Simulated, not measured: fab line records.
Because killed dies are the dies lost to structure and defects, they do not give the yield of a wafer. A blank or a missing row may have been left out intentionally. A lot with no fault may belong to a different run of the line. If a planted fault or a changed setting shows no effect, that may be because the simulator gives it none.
Matching of chambers | flow n5-finfet | N5_BEOL_M3_ALD_84 on ald-metal-02 has 4 sister chambers
The step deposits TaN, pulse time 2 s, purge time 3 s, co reactant purge time 2 s. 4 wafers are shown with their chamber, then 7 later ones without.

WAFERS, EACH WITH ITS CHAMBER
wafer  | chamber | heater-power-w (W)
L084.1 | 2       | 522
L084.4 | 1       | 407
L090.1 | 0       | 495
L090.2 | 3       | 553

WAFERS WITH NO CHAMBER GIVEN
wafer  | heater-power-w (W)
L090.4 | 405
L091.1 | 531
L091.2 | 563
L091.4 | 417
L097.2 | 503
L097.5 | 557
L097.6 | 487

EACH ONE'S CHAMBER
wafer  | from the rows above     | in truth
L090.4 | 1                       | 1
L091.1 | can't be placed: 2 or 3 | 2
L091.2 | 3                       | 3
L091.4 | 1                       | 1
L097.2 | can't be placed: 0 or 2 | 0
L097.5 | 3                       | 3
L097.6 | 0                       | 0
Placed correctly: 5 of 7. Can't be placed from these rows: 2 (the true chamber is among the candidates in 2). Placed wrongly: 0.
How it was worked out, from the rows above alone: a wafer's distance from a chamber is the root of the sum, over the readings, of the square of ((its reading less the chamber's mean) divided by the reading's scatter). If the next closest chamber is less than 2 further off than the closest, the wafer can't be placed; otherwise it belongs to the closest. Each chamber's mean is taken over the wafers shown for it. The scatter: with one shown wafer a chamber, the root of the mean of the squares of how far each hidden wafer lies from its nearest shown one.
